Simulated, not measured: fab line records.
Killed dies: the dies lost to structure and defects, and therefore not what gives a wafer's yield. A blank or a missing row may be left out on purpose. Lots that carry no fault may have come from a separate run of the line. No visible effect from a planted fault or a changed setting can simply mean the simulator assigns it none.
Struck lot and sound lot, side by side    flow nand-harc    14 steps out of a route of 1159
Sound: these wafers, L522.2, L522.3, L522.4. The struck wafers were L525.2, L525.4, L525.6. The cause comes at the end.
At each step with rows: each side's tool, then ch and its chambers, then its first start. Under that, the readings that differ: sound wafers    struck wafers    difference of the means    sigmas: that difference in standard deviations of wafers without a fault.
alike: words and numbers the same on both sides, and readings whose means are apart by under 2 such deviations; not compared: readings that were withheld, readings missing a value for some wafer, numbers with overlapping values and no deviation given by the record, and bounds like >300 which may hide the same value.
Wherever a step has rows on one side only, a row that says differs or no value, or a row with sigmas, the two part there. Numbers that don't overlap but have no deviation are shown without sigmas and don't part them. A reading missing from all wafers of one side parts the sides only when that side holds two or more wafers.

NHARC_A_BLC_DESCUM_15: chemistry O2, time 3 s.
  sound on rie-diel-05 ch 1,2,3, day 19 10:21; struck on rie-diel-06 ch 0,1,2, day 20 10:52
  alike: chamber-pressure-mTorr, drypump-motor-current-A, oes-product-au, rf-vpp-V, showerhead-plenum-p-Torr, throttle-valve-pct
  not compared: rf-hours-counter-h
NHARC_A_BLC_ETCH_16: etches the open film in CF4, target depth 39 nm, time 65 s.
  sound on rie-diel-05 ch 0,1,2, day 19 10:26; struck on rie-diel-06 ch 1,2, day 20 10:56
  alike: chamber-pressure-mTorr, drypump-motor-current-A, oes-product-au, rf-vpp-V, showerhead-plenum-p-Torr, throttle-valve-pct
  not compared: rf-hours-counter-h
then, 1 step without rows for these wafers: NHARC_A_BLC_ETCH_17 (etches the open film in N2/H2, target depth 390 nm, time 609.38 s).
NHARC_A_BLC_ETCH_18: etches the open film in C4F8/O2/Ar, target depth 910 nm.
  sound on rie-diel-05 ch 1,2,3; struck on rie-diel-06 ch 1,3
  alike: chamber-pressure-mTorr, oes-product-au, rf-vpp-V
  not compared: rf-hours-counter-h
NHARC_A_BLC_CD_MEAS_19:
  struck on cd-sem-03, day 20 11:49; sound on cd-sem-01, day 19 11:20
  alike: cd-nm
NHARC_A_BLC_STRIP_29: strips in CF4.
  sound on rie-diel-05 ch 1,2,3, day 19 11:25; struck on rie-diel-05 ch 0,1, day 20 11:53
  alike: chamber-pressure-mTorr, drypump-motor-current-A, oes-product-au, rf-vpp-V, showerhead-plenum-p-Torr, throttle-valve-pct
  not compared: rf-hours-counter-h
then, 5 steps without rows for these wafers: NHARC_A_BLC_STRIP_21 (strips in O2); NHARC_A_BLC_STRIP_22 (strips in post etch residue remover, time 600 s); NHARC_A_BLC_DEGAS_30 (time 60 s); NHARC_A_BLC_PRE_CLEAN_31 (time 15 s); NHARC_A_BLC_PVD_32 (deposits Ti, target thk 5 nm, time 17.7 s).
NHARC_A_BLC_ALD_23: deposits TiN, target thk 3 nm, pulse time 1 s, ald cycles 150.
  sound on ald-metal-02 ch 1,2,3, day 19 12:11; struck on ald-metal-04 ch 1,2, day 20 12:40
  alike: heater-power-w, precursor-pulse-height-rel, susceptor-temp-C
NHARC_A_BLC_CVD_24: deposits W, target thk 150 nm, time 434 s.
  sound on cvd-w-01 ch 0,1, day 19 12:28; struck on cvd-w-01 ch 0,1, day 20 17:39
  alike: heater-power-w, susceptor-temp-C, throttle-valve-pct
NHARC_A_BLC_CMP_25: polishes, t overpolish 30 s, target thk 150 nm.
  sound on cmp-01 ch 0,1,2, day 19 12:56; struck on cmp-03 ch 1,3, day 20 18:15
reading                 sound           struck          difference  sigmas
time-to-endpoint-s (s)  30.6 25.5 29.4  56.0 57.8 58.1  +28.8       +13
  alike: motor-current-A, overpolish-run-s

== WHERE THEY PART ==
NHARC_A_BLC_CMP_25 only, going by this record.

WHY: what had been put in by the simulator
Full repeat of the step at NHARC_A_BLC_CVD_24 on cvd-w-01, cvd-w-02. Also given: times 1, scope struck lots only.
